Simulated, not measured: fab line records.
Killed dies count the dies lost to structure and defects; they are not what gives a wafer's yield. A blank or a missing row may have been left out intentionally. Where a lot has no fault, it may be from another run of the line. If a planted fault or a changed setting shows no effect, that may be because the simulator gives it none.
Split-lot experiment :: flow n5-finfet :: on a route of 1938 steps: 7 lots, 21 wafers read

## ABOUT THE SPLIT
At N5_ZERO_LAYER_PECVD_02 (deposits SiO2 from SiH4/N2O, target thk 10 nm, time 6 s), the setting time-s was moved away from the recipe's 6 s on 7 of the 21 wafers read, by -8.9% to +5.3%. All remaining wafers had this setting at the recipe value.

The reading comes from the split's own step.

## THE READING
SiO2_of_ZERO_LAYER_PECVD_02.thk-nm (the simulator's own value, which no gauge read), in nm, at N5_ZERO_LAYER_PECVD_02 (deposits SiO2 from SiH4/N2O, target thk 10 nm, time 6 s). No usual value for it is given in the file. The 14 wafers here that ran the recipe average 9.979 nm, standard deviation 0.16 nm.

wafer: L074.2
tool, chamber at the split: pecvd-04, 0
time-s as run, s: 6
against the recipe: recipe
SiO2_of_ZERO_LAYER_PECVD_02.thk-nm, nm: 9.872
against lot-mates on the recipe: -

wafer: L074.3
tool, chamber at the split: pecvd-04, 1
time-s as run, s: 6
against the recipe: recipe
SiO2_of_ZERO_LAYER_PECVD_02.thk-nm, nm: 9.562
against lot-mates on the recipe: -

wafer: L074.4
tool, chamber at the split: pecvd-04, 0
time-s as run, s: 6
against the recipe: recipe
SiO2_of_ZERO_LAYER_PECVD_02.thk-nm, nm: 9.88
against lot-mates on the recipe: -

wafer: L075.4
tool, chamber at the split: pecvd-03, 1
time-s as run, s: 6
against the recipe: recipe
SiO2_of_ZERO_LAYER_PECVD_02.thk-nm, nm: 10.06
against lot-mates on the recipe: -

wafer: L075.5
tool, chamber at the split: pecvd-03, 2
time-s as run, s: 6
against the recipe: recipe
SiO2_of_ZERO_LAYER_PECVD_02.thk-nm, nm: 10.18
against lot-mates on the recipe: -

wafer: L075.6
tool, chamber at the split: pecvd-03, 1
time-s as run, s: 6.319
against the recipe: +5.3%
SiO2_of_ZERO_LAYER_PECVD_02.thk-nm, nm: 10.54
against lot-mates on the recipe: +0.420

wafer: L078.1
tool, chamber at the split: pecvd-02, 1
time-s as run, s: 5.467
against the recipe: -8.9%
SiO2_of_ZERO_LAYER_PECVD_02.thk-nm, nm: 9.026
against lot-mates on the recipe: -1.064

wafer: L078.2
tool, chamber at the split: pecvd-02, 2
time-s as run, s: 6
against the recipe: recipe
SiO2_of_ZERO_LAYER_PECVD_02.thk-nm, nm: 10.09
against lot-mates on the recipe: -

wafer: L078.5
tool, chamber at the split: pecvd-02, 1
time-s as run, s: 5.467
against the recipe: -8.9%
SiO2_of_ZERO_LAYER_PECVD_02.thk-nm, nm: 9.184
against lot-mates on the recipe: -0.906

wafer: L080.2
tool, chamber at the split: pecvd-04, 1
time-s as run, s: 5.601
against the recipe: -6.7%
SiO2_of_ZERO_LAYER_PECVD_02.thk-nm, nm: 9.044
against lot-mates on the recipe: -0.927

wafer: L080.5
tool, chamber at the split: pecvd-04, 0
time-s as run, s: 6
against the recipe: recipe
SiO2_of_ZERO_LAYER_PECVD_02.thk-nm, nm: 9.971
against lot-mates on the recipe: -

wafer: L080.6
tool, chamber at the split: pecvd-04, 1
time-s as run, s: 5.601
against the recipe: -6.7%
SiO2_of_ZERO_LAYER_PECVD_02.thk-nm, nm: 9.202
against lot-mates on the recipe: -0.769

wafer: L086.2
tool, chamber at the split: pecvd-03, 0
time-s as run, s: 6
against the recipe: recipe
SiO2_of_ZERO_LAYER_PECVD_02.thk-nm, nm: 10.05
against lot-mates on the recipe: -

wafer: L086.3
tool, chamber at the split: pecvd-03, 1
time-s as run, s: 6
against the recipe: recipe
SiO2_of_ZERO_LAYER_PECVD_02.thk-nm, nm: 9.931
against lot-mates on the recipe: -

wafer: L086.5
tool, chamber at the split: pecvd-03, 1
time-s as run, s: 6
against the recipe: recipe
SiO2_of_ZERO_LAYER_PECVD_02.thk-nm, nm: 10.21
against lot-mates on the recipe: -

wafer: L092.1
tool, chamber at the split: pecvd-02, 1
time-s as run, s: 6
against the recipe: recipe
SiO2_of_ZERO_LAYER_PECVD_02.thk-nm, nm: 9.814
against lot-mates on the recipe: -

wafer: L092.5
tool, chamber at the split: pecvd-02, 1
time-s as run, s: 6
against the recipe: recipe
SiO2_of_ZERO_LAYER_PECVD_02.thk-nm, nm: 10.02
against lot-mates on the recipe: -

wafer: L092.6
tool, chamber at the split: pecvd-02, 0
time-s as run, s: 6
against the recipe: recipe
SiO2_of_ZERO_LAYER_PECVD_02.thk-nm, nm: 10.08
against lot-mates on the recipe: -

wafer: L093.1
tool, chamber at the split: pecvd-04, 0
time-s as run, s: 5.497
against the recipe: -8.4%
SiO2_of_ZERO_LAYER_PECVD_02.thk-nm, nm: 8.947
against lot-mates on the recipe: -1.040

wafer: L093.2
tool, chamber at the split: pecvd-04, 1
time-s as run, s: 6
against the recipe: recipe
SiO2_of_ZERO_LAYER_PECVD_02.thk-nm, nm: 9.987
against lot-mates on the recipe: -

wafer: L093.6
tool, chamber at the split: pecvd-04, 1
time-s as run, s: 5.497
against the recipe: -8.4%
SiO2_of_ZERO_LAYER_PECVD_02.thk-nm, nm: 9.252
against lot-mates on the recipe: -0.735

THE FIT
A straight line over all 21 wafers: SiO2_of_ZERO_LAYER_PECVD_02.thk-nm changes by +0.107 nm for each +1% of time-s; r = +0.94; the points scatter about the line by 0.16 nm.
The same after taking each lot's own level away (the mean of its wafers on the recipe; 21 wafers): +0.109 nm for each +1%; r = +0.97; scatter 0.12 nm.
That fit puts the effect of the largest move of time-s on the reading at 0.96 nm.
Measured against the standard deviation above, the lots' own levels, which go from 9.7713 to 10.1200 nm, span 2.2 times it.
So the lot-to-lot level changes the slope little: the two slopes agree.
Check: -0.965 nm against its lot-mates is what the line predicts for one of the wafers moved furthest among these (-8.9%) when that wafer is left out of the fit. Against them it came out at -1.06 nm.

## THE FILE'S OWN FIT
SiO2_of_ZERO_LAYER_PECVD_02.thk-nm changes by +0.108 nm for each +1% of time-s, r = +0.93.
